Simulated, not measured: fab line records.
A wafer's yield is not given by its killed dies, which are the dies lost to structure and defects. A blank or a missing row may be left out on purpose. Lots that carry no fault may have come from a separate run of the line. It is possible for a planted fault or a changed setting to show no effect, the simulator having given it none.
fab line records	flow nand_harc
record: lots: 14	wafers: 42	last_day: 34
route steps=1302 shown A_CONTACT@1096 THIN_TSV@1259 END@1302
lots that met no fault: taken from a fault-free run of the same line
start_h: the number of hours between the record's first day and the start of the first shown wafer of the lot	wait_h: hours since the lot's step before	" same as the row above	L1.1+2: one row covering several wafers at once	- no value, or no start given	* or withheld: withheld	< > ~ a bound
route shown NAME@n: a module of which the file shows steps, and the number in the route of the first	usual: average and standard deviation across the fault-free wafers	same: alike in all rows	chamber/n: place in a boat	sites: each site's reading	_std_site: how widely they spread, as a standard deviation	_edge_site: inner sites' mean taken away from outer sites' mean	radius_mm: how far each site lies from the wafer's centre	mask NAME#n: copy n	behind: the most recent tool/chamber to have shaped the wafer	hold: what put the lot on hold/how long, in hours/how the hold closed	device: the transistor (n, p or np) that didn't switch	end of line: at the end of the route, the tests of the same wafers	a step given without rows: its recipe and nothing more	killed: not the wafer's yield, but the dies lost to structure and defects at the first sort	map: a wafer's dies, x killed, . not, _ none there
set.NAME: the setting that was run; set.NAME@STEP: the one run at that earlier step	model.NAME: the simulator's own value behind a step, which no gauge read
route steps across a sampled set of lots; one table per step, one row per wafer
services: the hour from which a tool's chamber was out of use, counted from the record's first day as start_h (under 0 if before that day), plus the number of hours and why
== steps ==
step: NHARC_A_CONTACT_STRIP_108
recipe: cf4_flow_sccm: 100	chf3_flow_sccm: 30	ar_flow_sccm: 0	bias_w: 0	chemistry: CF4/CHF3
lot.wafer	tool	chamber	start_h	wait_h
L613.3+2+5	rie_diel-04	2,3,2	529.44	0.2
L614.2+1+5	rie_diel-01	3,0,0	531.35	0.1
L618.4+2+1	rie_diel-01	1,2,3	551.29	0.1
L617.2+5+6	rie_diel-01	2,0,1	557.55	0.1
L626.1+4+6	rie_diel-04	1,0,2	645.74	0.3
L627.2+3+6	rie_diel-04	3,0,2	653.01	0.1
L625.4+1+6	rie_diel-01	2,3,2	656.78	0.1
L629.2+1+3	rie_diel-08	3,0,1	669.45	0.1
L628.1+3+6	rie_diel-04	0,1,0	679.82	0.1
L632.3+1+4	rie_diel-08	3,0,1	693.76	0.1
L631.2+4+5	rie_diel-04	3,0,3	695.78	0.1
L635.2+1+5	rie_diel-04	1,3,1	729.98	0.1
L634.3+1+6	rie_diel-04	3,0,0	740.58	0.1
L633.4+3+6	rie_diel-04	2,0,3	750.16	0.2
step: NHARC_THIN_TSV_CD_MEAS_12
recipe: target_cd_nm: 1000	landing_energy_ev: 500
usual: cd_nm: 1000.7/1.7
lot.wafer	tool	chamber	start_h	wait_h	cd_nm
L614.1	cd_sem-02	0	560.21	-	1002.0
L614.2	"	0	"	"	1001.5
L614.5	"	0	"	"	999.8
L613.2	cd_sem-02	0	561.30	-	998.6
L613.3	"	0	"	"	998.2
L613.5	"	0	"	"	999.9
L618.1	cd_sem-02	0	584.18	-	999.4
L618.2	"	0	"	"	1002.2
L618.4	"	0	"	"	1000.8
L617.2	cd_sem-01	0	588.64	-	998.6
L617.5	"	0	"	"	998.6
L617.6	"	0	"	"	999.9
L626.1	cd_sem-02	0	677.39	-	1002.7
L626.4	"	0	"	"	1002.8
L626.6	"	0	"	"	999.8
L627.2	cd_sem-02	0	685.39	-	998.4
L627.3	"	0	"	"	1000.9
L627.6	"	0	"	"	999.1
L625.1	cd_sem-01	0	686.62	-	1002.5
L625.4	"	0	"	"	1000.6
L625.6	"	0	"	"	1004.2
L629.1	cd_sem-02	0	705.51	-	1001.2
L629.2	"	0	"	"	1000.4
L629.3	"	0	"	"	1003.5
L628.1	cd_sem-01	0	713.31	-	999.4
L628.3	"	0	"	"	1000.0
L628.6	"	0	"	"	1003.6
L632.1	cd_sem-03	0	724.60	-	1002.9
L632.3	"	0	"	"	1001.2
L632.4	"	0	"	"	1001.6
L631.2	cd_sem-01	0	725.79	-	1001.8
L631.4	"	0	"	"	998.2
L631.5	"	0	"	"	1000.2
L635.1	cd_sem-02	0	776.86	-	998.9
L635.2	"	0	"	"	997.7
L635.5	"	0	"	"	998.1
L633.3	cd_sem-03	0	787.99	-	1001.7
L633.4	"	0	"	"	1000.7
L633.6	"	0	"	"	1002.0
L634.1	cd_sem-02	0	790.52	-	999.1
L634.3	"	0	"	"	999.5
L634.6	"	0	"	"	1000.8
step: NHARC_THIN_TSV_DEGAS_49
recipe: temp_c: 300	time_s: 120
usual: heater_power_w: 478/46
lot.wafer	tool	chamber	start_h	wait_h	heater_power_w
L614.1	pvd_sputter-03	-	562.99	0.2	559
L614.2	"	-	"	"	450
L614.5	"	-	"	"	558
L613.3	pvd_sputter-03	-	564.09	0.1	441
L613.2	"	-	"	"	458
L613.5	"	-	"	"	563
L618.4	pvd_sputter-03	-	586.94	0.1	560
L618.1	"	-	"	"	431
L618.2	"	-	"	"	462
L617.2	pvd_sputter-03	-	591.40	0.1	430
L617.5	"	-	"	"	435
L617.6	"	-	"	"	457
L626.4	pvd_sputter-01	-	680.64	0.1	422
L626.1	"	-	"	"	392
L626.6	"	-	"	"	495
L627.2	pvd_sputter-02	-	688.33	0.1	507
L627.3	"	-	"	"	519
L627.6	"	-	"	"	519
L625.4	pvd_sputter-01	-	689.62	0.1	420
L625.1	"	-	"	"	516
L625.6	"	-	"	"	421
L629.3	pvd_sputter-01	-	708.29	0.1	519
L629.2	"	-	"	"	420
L629.1	"	-	"	"	396
L628.3	pvd_sputter-01	-	716.07	0.1	516
L628.1	"	-	"	"	399
L628.6	"	-	"	"	421
L632.1	pvd_sputter-03	-	727.36	0.1	416
L632.3	"	-	"	"	472
L632.4	"	-	"	"	528
L631.2	pvd_sputter-02	-	728.57	0.1	506
L631.4	"	-	"	"	464
L631.5	"	-	"	"	530
L635.2	pvd_sputter-01	-	779.72	0.1	476
L635.1	"	-	"	"	456
L635.5	"	-	"	"	476
L633.3	pvd_sputter-01	-	790.78	0.1	472
L633.4	"	-	"	"	410
L633.6	"	-	"	"	484
L634.3	pvd_sputter-02	-	793.30	0.1	503
L634.1	"	-	"	"	479
L634.6	"	-	"	"	510
step: NHARC_THIN_TSV_PRE_CLEAN_50
recipe: time_s: 30	temp_c: 280	gas: H2/He
usual: heater_power_w: 418/39
lot.wafer	tool	chamber	start_h	wait_h	heater_power_w
L614.2	pvd_sputter-03	-	-	-	437
L614.1	"	-	"	"	489
L614.5	"	-	"	"	410
L613.2	pvd_sputter-03	-	-	-	406
L613.3	"	-	"	"	399
L613.5	"	-	"	"	423
L618.2	pvd_sputter-03	-	-	-	435
L618.4	"	-	"	"	493
L618.1	"	-	"	"	410
L617.2	pvd_sputter-03	-	-	-	375
L617.5	"	-	"	"	432
L617.6	"	-	"	"	501
L626.4	pvd_sputter-01	-	-	-	434
L626.1	"	-	"	"	346
L626.6	"	-	"	"	439
L627.3	pvd_sputter-02	-	-	-	428
L627.2	"	-	"	"	453
L627.6	"	-	"	"	474
L625.1	pvd_sputter-01	-	-	-	374
L625.4	"	-	"	"	347
L625.6	"	-	"	"	346
L629.3	pvd_sputter-01	-	-	-	449
L629.1	"	-	"	"	376
L629.2	"	-	"	"	347
L628.1	pvd_sputter-01	-	-	-	347
L628.3	"	-	"	"	411
L628.6	"	-	"	"	413
L632.3	pvd_sputter-03	-	-	-	403
L632.4	"	-	"	"	361
L632.1	"	-	"	"	420
L631.2	pvd_sputter-02	-	-	-	421
L631.4	"	-	"	"	459
L631.5	"	-	"	"	431
L635.1	pvd_sputter-01	-	-	-	364
L635.2	"	-	"	"	410
L635.5	"	-	"	"	376
L633.4	pvd_sputter-01	-	-	-	371
L633.3	"	-	"	"	334
L633.6	"	-	"	"	399
L634.1	pvd_sputter-02	-	-	-	430
L634.3	"	-	"	"	436
L634.6	"	-	"	"	435
step: NHARC_END_SORT_01
recipe: temp_c: 25
usual: killed_at_array: 41/10	killed_at_other: 0.8/0.91	killed_at_periphery: 4.2/2.9	killed_dies: 46/10	killed_open: 3.5/2.1	killed_short: 2.5/1.6
same: gross_dies: 677
lot.wafer	tool	chamber	start_h	wait_h	killed_at_array	killed_at_other	killed_at_periphery	killed_dies	killed_open	killed_short
L618.1	prober-01	0	600.52	2.5	28	1	1	30	3	1
L618.2	prober-01	0	601.32	2.8	26	0	4	30	7	0
L618.4	prober-01	0	602.92	3.4	128	1	2	131	3	4
L617.2	prober-02	0	604.47	2.8	44	0	0	44	0	1
L617.5	prober-02	0	606.86	3.7	40	0	5	45	6	3
L617.6	prober-02	0	607.66	4.0	146	4	2	152	3	5
L627.2	prober-02	0	701.31	2.8	38	0	2	40	6	1
L627.3	prober-02	0	702.12	3.1	44	0	0	44	6	3
L627.6	prober-02	0	704.56	4.1	34	1	2	37	4	3
L628.1	prober-02	0	728.40	2.5	70	0	1	71	2	2
L628.3	prober-02	0	730.04	3.2	62	1	0	63	2	3
L628.6	prober-02	0	732.49	4.1	47	0	4	51	2	2
killed by level:class
L618.1 A_CONTACT:chamber_film_flake=8 A_CHANNEL_HOLE_D2:chamber_film_flake=7 A_ZERO_WELL:chamber_film_flake=2 A_CHANNEL_HOLE_D1:chamber_film_flake=2 A_BONDPAD:chamber_film_flake=2 A_ONON_D1:geometric_particle:open=1 A_CHANNEL_FILL_D2:geometric_particle:open=1 A_M0:geometric_particle:short=1
L618.2 A_CHANNEL_HOLE_D2:chamber_film_flake=8 A_CONTACT:chamber_film_flake=7 A_BONDPAD:chamber_film_flake=3 P_M1:geometric_particle:open=2 A_CHANNEL_HOLE_D1:chamber_film_flake=2 A_STAIRCASE:chamber_film_flake=2 P_STI:geometric_particle:open=1 P_M0:geometric_particle:open=1
L618.4 A_CONTACT:unspecified=97 A_CONTACT:chamber_film_flake=7 A_CHANNEL_HOLE_D2:chamber_film_flake=5 A_CHANNEL_HOLE_D1:chamber_film_flake=4 A_BONDPAD:chamber_film_flake=4 A_STAIRCASE:chamber_film_flake=3 A_DECK1_JOINT:geometric_particle:short=2 A_SLIT:chamber_film_flake=2
L617.2 A_CHANNEL_HOLE_D2:chamber_film_flake=15 A_CHANNEL_HOLE_D1:chamber_film_flake=11 A_SLIT:chamber_film_flake=10 A_CONTACT:chamber_film_flake=4 A_ONON_D2:geometric_particle:short=1 A_DECK1_JOINT:chamber_film_flake=1 A_STAIRCASE:chamber_film_flake=1 A_SGD_CUT:chamber_film_flake=1
L617.5 A_CHANNEL_HOLE_D1:chamber_film_flake=11 A_CHANNEL_HOLE_D2:chamber_film_flake=10 A_SLIT:chamber_film_flake=9 P_GATE:chamber_film_flake=2 A_CONTACT:chamber_film_flake=2 P_CONTACT:geometric_particle:open=1 P_M0:geometric_particle:short=1 A_ONON_D1:geometric_particle:open=1
L617.6 A_CONTACT:unspecified=100 A_SLIT:chamber_film_flake=14 A_CHANNEL_HOLE_D2:chamber_film_flake=11 A_CHANNEL_HOLE_D1:chamber_film_flake=10 THIN_TSV:chamber_film_flake=4 A_M0:geometric_particle:short=2 A_CHANNEL_FILL_D1:chamber_film_flake=2 A_CONTACT:chamber_film_flake=2
L627.2 A_CHANNEL_HOLE_D2:chamber_film_flake=14 A_CONTACT:chamber_film_flake=6 A_DECK1_JOINT:chamber_film_flake=4 A_CHANNEL_FILL_D2:chamber_film_flake=2 A_STAIRCASE:chamber_film_flake=2 A_SLIT:chamber_film_flake=2 P_GATE:geometric_particle:open=1 A_SOURCE_PLATE:geometric_particle:short=1
L627.3 A_CHANNEL_HOLE_D2:chamber_film_flake=12 A_CONTACT:chamber_film_flake=7 A_SLIT:chamber_film_flake=6 A_DECK1_JOINT:chamber_film_flake=3 A_SOURCE_PLATE:geometric_particle:open=2 A_M0:geometric_particle:short=2 A_CHANNEL_HOLE_D1:chamber_film_flake=2 A_STAIRCASE:chamber_film_flake=2
L627.6 A_CONTACT:chamber_film_flake=9 A_CHANNEL_HOLE_D2:chamber_film_flake=8 A_CHANNEL_HOLE_D1:chamber_film_flake=3 A_STAIRCASE:chamber_film_flake=3 A_CHANNEL_FILL_D2:geometric_particle:open=2 A_CHANNEL_FILL_D1:chamber_film_flake=2 A_DECK1_JOINT:chamber_film_flake=2 A_ONON_D1:geometric_particle:open=1
L628.1 A_CHANNEL_HOLE_D1:chamber_film_flake=19 A_SLIT:chamber_film_flake=14 A_CONTACT:chamber_film_flake=12 A_CHANNEL_HOLE_D2:chamber_film_flake=11 A_STAIRCASE:chamber_film_flake=6 A_M0:geometric_particle:open=2 A_CHANNEL_FILL_D1:chamber_film_flake=2 A_ONON_D1:geometric_particle:short=1
L628.3 A_SLIT:chamber_film_flake=16 A_CHANNEL_HOLE_D1:chamber_film_flake=13 A_CONTACT:chamber_film_flake=10 A_CHANNEL_HOLE_D2:chamber_film_flake=9 A_CHANNEL_FILL_D1:chamber_film_flake=3 A_BONDPAD:chamber_film_flake=3 A_ONON_D2:geometric_particle:short=1 A_CHANNEL_HOLE_D2:geometric_particle:short=1
L628.6 A_CHANNEL_HOLE_D1:chamber_film_flake=19 A_SLIT:chamber_film_flake=13 A_CONTACT:chamber_film_flake=4 A_CHANNEL_HOLE_D2:chamber_film_flake=3 A_STAIRCASE:chamber_film_flake=3 A_ONON_D1:geometric_particle:short=2 P_GATE:chamber_film_flake=2 P_CONTACT:geometric_particle:open=1
== services ==
tool	chamber	start_h	hours	kind
pvd_sputter-03	-	526.00	10.0	pm
rie_diel-04	-	531.99	9.0	pm
rie_diel-08	-	548.91	9.0	pm
rie_diel-01	-	557.90	9.0	pm
pvd_sputter-03	-	561.61	0.8	repair
rie_diel-04	1	562.54	2.9	repair
rie_diel-04	0	572.98	42.3	repair
pvd_sputter-01	-	582.05	10.0	pm
rie_diel-01	-	591.56	0.6	repair
pvd_sputter-03	-	613.25	3.9	repair
pvd_sputter-01	-	613.37	1.2	repair
pvd_sputter-02	-	638.04	10.0	pm
pvd_sputter-03	-	646.89	3.6	repair
pvd_sputter-03	-	676.24	2.2	repair
rie_diel-01	3	694.14	21.7	repair
rie_diel-01	0	704.05	3.3	repair
pvd_sputter-03	-	704.06	10.0	pm
rie_diel-04	-	708.99	9.0	pm
rie_diel-01	0	714.89	28.9	repair
rie_diel-08	-	725.94	9.0	pm
rie_diel-01	-	734.92	9.0	pm
pvd_sputter-01	-	736.70	0.9	repair
pvd_sputter-01	-	760.05	10.0	pm
rie_diel-01	0	781.54	2.0	repair
== key ==
first_sign: step: NHARC_END_SORT_01	reading: killed_dies	direction: up	sigmas: 9.5	usual: 46	struck: 142
effect: step: NHARC_END_SORT_01	reading: killed_at_array	direction: up	sigmas: 9.4	usual: 41	struck: 137
more_kills_born_at: NHARC_A_CONTACT_STRIP_108@rie_diel-01: 196
met_at NHARC_A_CONTACT_STRIP_108
struck_lots L617,L618
struck_wafers L617.6,L618.4
tester_left_out L617,L618
not_acting_at NHARC_THIN_TSV_CD_MEAS_12,NHARC_THIN_TSV_DEGAS_49,NHARC_THIN_TSV_PRE_CLEAN_50
fault: kind: chamber_particle_source	tool: rie_diel-01	chamber: 1	onset_h: 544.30	steps: NHARC_A_CONTACT_STRIP_108	rate_per_visit_cm2: 1.5478	end_h: 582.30
tester_left_out: of these lots the tester's yield and bins aren't shown, on N5 and GAA mostly nor the transistor test; their killed dies are dies lost to structure and defects alone, not to doping, threshold or leakage, so they don't give the yield
